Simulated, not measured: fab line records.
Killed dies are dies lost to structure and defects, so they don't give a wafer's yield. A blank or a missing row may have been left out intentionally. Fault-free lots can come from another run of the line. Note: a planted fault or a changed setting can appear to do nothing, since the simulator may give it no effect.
Which tool was responsible?	flow n5-finfet	11 lots with 32 wafers sampled at 5 steps, on a route of 1938 steps

== WHAT THE GAUGES READ, wafer by wafer ==
The record lacks any reading of a measuring or inspecting step that a usual standard deviation could be used to judge.

== TOOL THAT RAN EACH LOT (tool first, then ch and the chambers of the sampled wafers, then the start) ==
lot	N5_BEOL_M9_ETCH_76	N5_BEOL_M9_ETCH_65	N5_BEOL_M9_CURE_72	N5_BEOL_M9_DEGAS_44	N5_PASSIVATION_PROBE_49
L221	rie-diel-03 ch 0,2,3, day 10 05:26	rie-diel-03 ch 0,2,3, day 10 05:27	uv-cure-03 ch 1, day 10 06:21	pvd-sputter-01, day 10 06:47	-
L222	rie-diel-06 ch 0,1,2, day 10 23:23	rie-diel-06 ch 0,1,2, day 10 23:24	uv-cure-02 ch 1, day 11 00:10	pvd-sputter-02, day 11 00:28	-
L223	rie-diel-06 ch 1,2,3, day 11 00:56	rie-diel-06 ch 1,2,3, day 11 00:57	uv-cure-02 ch 1, day 11 01:36	pvd-sputter-03, day 11 02:00	-
L225	rie-diel-03 ch 2,3, day 11 10:44	rie-diel-03 ch 2,3, day 11 10:45	uv-cure-03 ch 0, day 11 11:33	pvd-sputter-01, day 11 11:49	-
L226	rie-diel-03 ch 0,1,2, day 11 18:43	rie-diel-03 ch 0,1,2, day 11 18:44	uv-cure-01 ch 0, day 11 19:26	pvd-sputter-03, day 11 19:57	prober-02, day 14 05:40
L230	rie-diel-02 ch 1,3, day 12 20:23	rie-diel-02 ch 1,3, day 12 20:25	uv-cure-02 ch 0, day 12 21:03	pvd-sputter-02, day 12 22:41	-
L231	rie-diel-06 ch 0,1, day 13 00:47	rie-diel-06 ch 0,1, day 13 00:48	uv-cure-03 ch 0, day 13 01:55	pvd-sputter-03, day 13 03:26	-
L233	rie-diel-03 ch 1,2, day 13 11:33	rie-diel-03 ch 1,2, day 13 11:34	uv-cure-01 ch 2, day 13 12:22	pvd-sputter-02, day 13 12:43	-
L239	rie-diel-06 ch 0,2,3, day 15 05:41	rie-diel-06 ch 0,2,3, day 15 05:42	uv-cure-01 ch 2, day 15 06:18	pvd-sputter-03, day 15 07:00	-
L240	rie-diel-02 ch 0,1,2, day 15 16:07	rie-diel-02 ch 0,1,2, day 15 16:08	uv-cure-02 ch 1, day 15 16:44	pvd-sputter-03, day 15 17:11	prober-01, day 18 07:40
L242	rie-diel-02 ch 0,1, day 15 17:11	rie-diel-02 ch 0,1, day 15 17:12	uv-cure-03 ch 1, day 15 18:11	pvd-sputter-02, day 15 20:16	-
- N5_BEOL_M9_ETCH_76: etches underlayer in N2/H2, target depth 6.5 nm, time 5.2 s.
- N5_BEOL_M9_ETCH_65: etches SiARC in CF4, target depth 15.6 nm, time 26 s.
- N5_BEOL_M9_CURE_72: cures SiCOH lowk, time 120 s.
- N5_BEOL_M9_DEGAS_44: time 60 s.
- N5_PASSIVATION_PROBE_49

== AS READ BY THE TOOLS THEMSELVES (means over the sampled wafers that have a number; for cases with no such wafer, the mark the record gives instead) ==
N5_BEOL_M9_ETCH_76. Usual: drypump-motor-current-A 5.9 A, standard deviation 0.48; etch-rf-on-time-s 5.29 s, standard deviation 0.19; oes-product-au 0.69 a.u., standard deviation 0.075; rf-vpp-V 523.7 V, standard deviation 2.4; showerhead-plenum-p-Torr 2.53 Torr, standard deviation 0.065; throttle-valve-pct 17.8 %, standard deviation 0.33.
lot	tool	drypump-motor-current-A (A)	etch-rf-on-time-s (s)	oes-product-au (a.u.)	rf-vpp-V (V)	showerhead-plenum-p-Torr (Torr)	throttle-valve-pct (%)	flag
L221	rie-diel-03	6.2	5.30	0.71	524.4	2.56	17.7	
L222	rie-diel-06	5.7	5.26	0.69	523.3	2.54	18.0	
L223	rie-diel-06	5.4	5.31	0.71	525.2	2.57	17.9	
L225	rie-diel-03	6.0	5.55	0.62	525.8	2.60	17.8	
L226	rie-diel-03	6.2	5.29	0.72	522.6	2.49	17.6	
L230	rie-diel-02	5.9	5.25	0.67	524.0	2.50	17.6	
L231	rie-diel-06	5.7	5.01	0.73	522.7	2.52	17.9	
L233	rie-diel-03	6.3	5.35	0.69	524.3	2.50	17.6	
L239	rie-diel-06	5.6	5.46	0.64	524.0	2.59	18.0	
L240	rie-diel-02	6.3	5.29	0.72	525.1	2.54	17.7	
L242	rie-diel-02	6.4	5.21	0.73	525.1	2.57	17.3	

N5_BEOL_M9_ETCH_65. Usual: drypump-motor-current-A 5.9 A, standard deviation 0.48; etch-rf-on-time-s 26.5 s, standard deviation 0.96; oes-product-au 0.69 a.u., standard deviation 0.073; rf-vpp-V 184.0 V, standard deviation 1.1; showerhead-plenum-p-Torr 2.14 Torr, standard deviation 0.055; throttle-valve-pct 15.56 %, standard deviation 0.29.
lot	tool	drypump-motor-current-A (A)	etch-rf-on-time-s (s)	oes-product-au (a.u.)	rf-vpp-V (V)	showerhead-plenum-p-Torr (Torr)	throttle-valve-pct (%)	flag
L221	rie-diel-03	6.2	26.7	0.71	184.2	2.15	15.42	
L222	rie-diel-06	5.6	25.9	0.70	183.6	2.14	15.74	
L223	rie-diel-06	5.4	26.6	0.71	184.9	2.16	15.58	
L225	rie-diel-03	6.0	27.9	0.62	185.0	2.19	15.73	
L226	rie-diel-03	6.2	26.6	0.72	184.0	2.10	15.49	
L230	rie-diel-02	5.9	26.4	0.68	184.1	2.12	15.48	
L231	rie-diel-06	5.7	24.9	0.74	184.3	2.12	15.56	
L233	rie-diel-03	6.3	26.5	0.69	184.0	2.13	15.64	
L239	rie-diel-06	5.6	26.8	0.65	183.9	2.18	15.79	
L240	rie-diel-02	6.3	26.6	0.72	183.9	2.15	15.42	
L242	rie-diel-02	6.4	26.3	0.74	184.3	2.19	15.28	

N5_BEOL_M9_CURE_72. Usual: lamp-power-pct 52.31 %, standard deviation 0.05; wafer_temp_C_max 371.6, standard deviation 0.47.
lot	tool	lamp-power-pct (%)	wafer_temp_C_max	flag
L221	uv-cure-03	52.35	372.0	
L222	uv-cure-02	52.34	371.5	
L223	uv-cure-02	52.30	371.9	
L225	uv-cure-03	52.28	371.5	
L226	uv-cure-01	52.35	372.1	
L230	uv-cure-02	52.37	371.4	
L231	uv-cure-03	52.29	371.7	
L233	uv-cure-01	52.36	371.5	
L239	uv-cure-01	52.30	371.2	
L240	uv-cure-02	52.29	371.3	
L242	uv-cure-03	52.33	372.1	

N5_BEOL_M9_DEGAS_44. Usual: heater-power-w 326 W, standard deviation 23; susceptor-temp-C 249.99 C, standard deviation 0.18.
lot	tool	heater-power-w (W)	susceptor-temp-C (C)	flag
L221	pvd-sputter-01	337	250.01	
L222	pvd-sputter-02	339	249.98	
L223	pvd-sputter-03	304	250.10	
L225	pvd-sputter-01	324	250.06	
L226	pvd-sputter-03	310	250.02	
L230	pvd-sputter-02	312	249.66	
L231	pvd-sputter-03	304	250.11	
L233	pvd-sputter-02	310	250.01	
L239	pvd-sputter-03	298	241.81	OFF
L240	pvd-sputter-03	292	241.65	OFF
L242	pvd-sputter-02	343	250.04	

N5_PASSIVATION_PROBE_49. Usual: defect-limited-yield 91.1 %, standard deviation 1.6; killed_at_M0_to_M3 35, standard deviation 11; killed_at_M4_up 13, standard deviation 5.4; killed-at-contacts 13, standard deviation 6.5; killed-at-front-end 40, standard deviation 14; killed-at-other 4, standard deviation 3.1; killed-dies 105, standard deviation 18; killed-open 69, standard deviation 14; killed-short 34, standard deviation 7.3; sort_bin_5_function 5.2 %, standard deviation 0.96; sort_bin_6_memory 3.4 %, standard deviation 0.77; sort_bin_8_speed 0.02 %, standard deviation 0.13; sort-n-pass 1075, standard deviation 19.
lot	tool	defect-limited-yield (%)	killed_at_M0_to_M3	killed_at_M4_up	killed-at-contacts	killed-at-front-end	killed-at-other	killed-dies	killed-open	killed-short	sort_bin_5_function (%)	sort_bin_6_memory (%)	sort_bin_8_speed (%)	sort-n-pass	flag
L226	prober-02	91.9	28	15	19	30	3	95	67	28	5.0	2.9	0.00	1085	
L240	prober-01	92.0	30	10	13	36	5	94	62	31	4.5	3.2	0.00	1086	

== THE ANSWER, worked out from the rows above alone ==
Rule: a lot is off if the mean of its wafers that have a number lies more than 3 standard deviations from the usual mean. A lot without any number at a reading at which 4 lots or more have one is off too. The other lots that the step has rows for count as sound. After the gauges, taken in route order, come the tools' own readings; for these a lot's mean is taken, as printed above. The first step at which some lot is off is used, and at that step the reading that is off furthest; a lot without a number counts as furthest.
Off at N5_BEOL_M9_DEGAS_44 (susceptor-temp-C): L239, L240.
If a tool, at that step or one of the process steps before it, ran each lot that is off and ran no sound lot following the first of them, it fits. One fits: pvd-sputter-03 at N5_BEOL_M9_DEGAS_44. Its last sound lot is L231 (day 13 03:26), its first lot that is off L239 (day 15 07:00): a fault that began between those two fits.
On the lots that are off, the tool's own readings at N5_BEOL_M9_DEGAS_44 differ by more than 5 times the standard deviation of the sound lots' means, which bears it out; susceptor-temp-C reads 241.73 C there versus 250.00 C on the sound lots.

== WHAT WAS PUT IN BY THE SIMULATOR ==
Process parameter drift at N5_BEOL_M9_DEGAS_44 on pvd-sputter-03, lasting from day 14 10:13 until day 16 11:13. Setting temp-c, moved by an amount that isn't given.
Struck lots among those shown: L239, L240. This agrees with what the rule above found.
